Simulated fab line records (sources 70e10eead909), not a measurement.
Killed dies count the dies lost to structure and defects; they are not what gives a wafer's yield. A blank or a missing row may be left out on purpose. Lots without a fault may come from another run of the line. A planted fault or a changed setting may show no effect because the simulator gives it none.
Problem report, 8D (eight disciplines) form, completed by code	flow nand_harc	the parts of the form that need people (team, actions taken, sign-off) are left out

1. THE PROBLEM
raw_defect_count at NHARC_A_CHANNEL_HOLE_D1_INSPECT_40 reads a mean of 549 on 3 wafers of 2 lots; wafers without a fault read 61 with a standard deviation of 16. That is +30 standard deviations from the usual mean.
The first sign was on wafer L117.4 at day 12 20:17, on defect_inspect-02. Wafers with a number at this step in the record: 33, from 11 lots. Rule for "out" (also "out of limits"): further than 4 standard deviations from the usual mean. All remaining wafers that have a number are taken as sound.

2. WHAT IT IS; WHAT IT IS NOT
question	is	is not
which readings at this step	raw_defect_count	-
which lots	L117, L120	L100, L101, L105, L106, L107, L109, L111, L114, L999
which wafers of those lots	L117.4, L117.5, L120.5	L117.2, L120.2, L120.3
read on which gauges	defect_inspect-01, defect_inspect-02	-
when	from day 12 20:17	up to then (28 sound wafers); but 2 sound wafers of L120 came after

3. SUSPECTS, AND WHAT RULES EACH OUT
Counting: a tool at a process step up to the reading stays a suspect if it ran every lot that is out. Sound lots after the first of them don't rule it out here, since some wafers of a struck lot are sound.
- the gauge at NHARC_A_CHANNEL_HOLE_D1_INSPECT_40: ruled out. Those wafers that are out were read across 2 gauges (defect_inspect-01, defect_inspect-02).
- har_etch-01 at NHARC_A_CHANNEL_HOLE_D1_ETCH_22 (etches the open film in C4F8/O2/Ar, time 666.7 s, target depth 1600 nm): kept. Ran every lot that is out, first one L117 (day 12 15:27); last sound lot up to then L109 (day 11 12:20).
- har_etch-01 at NHARC_A_CHANNEL_HOLE_D1_ETCH_25 (etches the open film in C4F8/O2/Ar, time 1040.2 s, target depth 1500 nm): kept. Ran every lot that is out, first one L117 (day 12 17:29); last sound lot up to then L109 (day 11 14:22).
- har_etch-01 at NHARC_A_CHANNEL_HOLE_D1_ETCH_33 (etches the open film in C4F8/O2/Ar, time 90 s, target depth 400 nm): kept. Ran every lot that is out, first one L117 (day 12 18:33); last sound lot up to then L109 (day 11 15:28).
- Within har_etch-01 at NHARC_A_CHANNEL_HOLE_D1_ETCH_22: the wafers that are out ran in chamber 0; their sound lot-mates ran in chamber 1.
- Within har_etch-01 at NHARC_A_CHANNEL_HOLE_D1_ETCH_25: the wafers that are out ran in chamber 0; their sound lot-mates ran in chamber 1.
- Within har_etch-01 at NHARC_A_CHANNEL_HOLE_D1_ETCH_33: the wafers that are out ran in chamber 0; their sound lot-mates ran in chamber 1.
Still standing after the count: har_etch-01 at NHARC_A_CHANNEL_HOLE_D1_ETCH_22, har_etch-01 at NHARC_A_CHANNEL_HOLE_D1_ETCH_25, har_etch-01 at NHARC_A_CHANNEL_HOLE_D1_ETCH_33.

4. THE CAUSE (what the simulator had put in)
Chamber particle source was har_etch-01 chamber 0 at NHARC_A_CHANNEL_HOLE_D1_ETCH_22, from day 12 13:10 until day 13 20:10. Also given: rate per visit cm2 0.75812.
Counting leaves 3 suspects; this tool is one of them.

5. THE CHAIN OF EFFECTS, in route order
One row per reading whose mean, taken over the struck wafers that have a number, lies over 3 standard deviations from the usual. Only readings for which the record gives a usual standard deviation are gone through. hours: the time from each lot's start at the first step in this table that gives one to its start at this step, as a median over the lots. sigmas: the change in usual standard deviations.
hours	step	reading	usual	on struck wafers	change	sigmas
0	NHARC_A_CHANNEL_HOLE_D1_INSPECT_40	raw_defect_count	61	549	+488	+30
254	NHARC_END_SORT_01	killed_at_array	29	96	+67	+6.1
254	NHARC_END_SORT_01	killed_dies	32	98	+66	+6.0

6. HOW IT WOULD HAVE BEEN CAUGHT EARLIER
Counted from the fault's start at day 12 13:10, it took 7 hours until the first out-of-limits reading at a measuring or inspecting step in this record, taken at day 12 20:17.
No tool reading at NHARC_A_CHANNEL_HOLE_D1_ETCH_22 that has a usual standard deviation in the record was out on any struck wafer, so an alarm limit of 4 standard deviations on those readings would not have fired.
Among the 2 lots that are out, L120 began NHARC_A_CHANNEL_HOLE_D1_ETCH_22 on har_etch-01 after day 12 20:17. Holding the tool at that time would have saved it.
